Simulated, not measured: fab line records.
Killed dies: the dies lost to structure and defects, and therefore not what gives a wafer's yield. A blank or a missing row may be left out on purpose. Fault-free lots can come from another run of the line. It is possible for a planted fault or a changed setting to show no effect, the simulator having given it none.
Split-lot trial    flow n5 finfet    21 wafers read across 7 lots, on a route 1938 steps long

== THE SPLIT ITSELF ==
At N5_BEOL_M9_DESCUM_16 (chemistry O2, time 7.9 s), the setting time s was moved away from the recipe's 7.9 s on 8 of the 21 wafers read, by -18.8% to +22.0%. This setting was run at the recipe's value on the other wafers.

The file shows no step between the split and the reading.

== THE READING ==
CAR-ArF_of_BEOL_M9_COAT_05.thk nm (the simulator's own value, which no gauge read), in nm, at N5_BEOL_M9_ETCH_61 (etches SiARC in CF4, target depth 39 nm, time 65 s). The file gives no usual value for it. Across the 13 wafers here that went through the recipe, the average is 55.7 nm and the standard deviation 0.14 nm.

wafer   tool, chamber at the split  time s as run, s  against the recipe  CAR-ArF_of_BEOL_M9_COAT_05.thk nm, nm  against lot-mates on the recipe
L075.1  rie diel-03, 2              7.9               recipe              55.8                                   -
L075.3  rie diel-03, 3              9.321             +18.0%              54.8                                   -1.0
L075.6  rie diel-03, 3              9.321             +18.0%              54.6                                   -1.2
L077.3  rie diel-06, 1              6.415             -18.8%              56.4                                   +0.6
L077.4  rie diel-06, 0,2            7.9               recipe              55.8                                   -
L077.6  rie diel-06, 0,2            7.9               recipe              55.8                                   -
L082.4  rie diel-06, 3              7.9               recipe              55.6                                   -
L082.5  rie diel-06, 2              8.772             +11.0%              55.2                                   -0.4
L082.6  rie diel-06, 3              8.772             +11.0%              55.2                                   -0.4
L089.2  rie diel-06, 0,3            7.9               recipe              55.6                                   -
L089.4  rie diel-06, 0,3            7.9               recipe              55.6                                   -
L089.6  rie diel-06, 0              7.9               recipe              55.8                                   -
L092.2  rie diel-03, 0,1            9.192             +16.4%              54.6                                   -0.8
L092.3  rie diel-03, 0,1            9.192             +16.4%              54.6                                   -0.8
L092.4  rie diel-03, 3              7.9               recipe              55.4                                   -
L096.2  rie diel-03, 1              7.9               recipe              56                                     -
L096.5  rie diel-03, 0              7.9               recipe              55.8                                   -
L096.6  rie diel-03, 1              9.641             +22.0%              55                                     -0.9
L097.2  rie diel-03, 1,2            7.9               recipe              55.8                                   -
L097.3  rie diel-03, 1,2            7.9               recipe              55.8                                   -
L097.6  rie diel-03, 3              7.9               recipe              55.8                                   -
Rows listing several chambers each stand for several wafers; the file does not say which wafer went through which chamber.

FIT RESULTS
A straight line over all 21 wafers: CAR-ArF_of_BEOL_M9_COAT_05.thk nm changes by -0.0491 nm for each +1% of time s; r = -0.93; the points scatter about the line by 0.19 nm.
The same after taking each lot's own level away (the mean of its wafers on the recipe; 21 wafers): -0.0454 nm for each +1%; r = -0.96; scatter 0.13 nm.
On that fit, the largest move of time s shifts the reading by 1 nm.
Across the lots, their own levels run from 55.40 to 55.90 nm, a range of 3.5 times the standard deviation given above.
The two slopes agree, so the slope changes little with the lot-to-lot level.
Check: for one of the wafers moved furthest among these (+22.0%), held out of the fit, the line's prediction against its lot-mates is -1.07 nm. It came out at -0.9 nm against them.

== FURTHER SPLITS ON THESE WAFERS ==
Other splits were also applied to these wafers ahead of the reading. Each is held against what the fit with the lots' levels taken away leaves over:
other split on the same wafers   wafers away from the commonest value  r with CAR-ArF_of_BEOL_M9_COAT_05.thk nm (lot level and that fit taken away)
N5_BEOL_M8_ETCH_72 h2 flow sccm  6                                     -0.19

== THE WHOLE CHAIN: every reading that the file lists as answering this split, in the file's order ==
step                  what it does                                        reading                                                                             change (the file's fit)                 r (the file's)
N5_BEOL_M9_DESCUM_16  chemistry O2, time 7.9 s                            CAR-ArF_of_BEOL_M9_COAT_05.thk nm (the simulator's own value, which no gauge read)  -0.0419 nm for each +1% of the setting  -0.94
N5_BEOL_M9_ETCH_61    etches SiARC in CF4, target depth 39 nm, time 65 s  CAR-ArF_of_BEOL_M9_COAT_05.thk nm (the simulator's own value, which no gauge read)  -0.0441 nm for each +1% of the setting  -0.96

== THE FILE'S OWN FIT ==
CAR-ArF_of_BEOL_M9_COAT_05.thk nm changes by -0.0441 nm for each +1% of time s, r = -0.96.
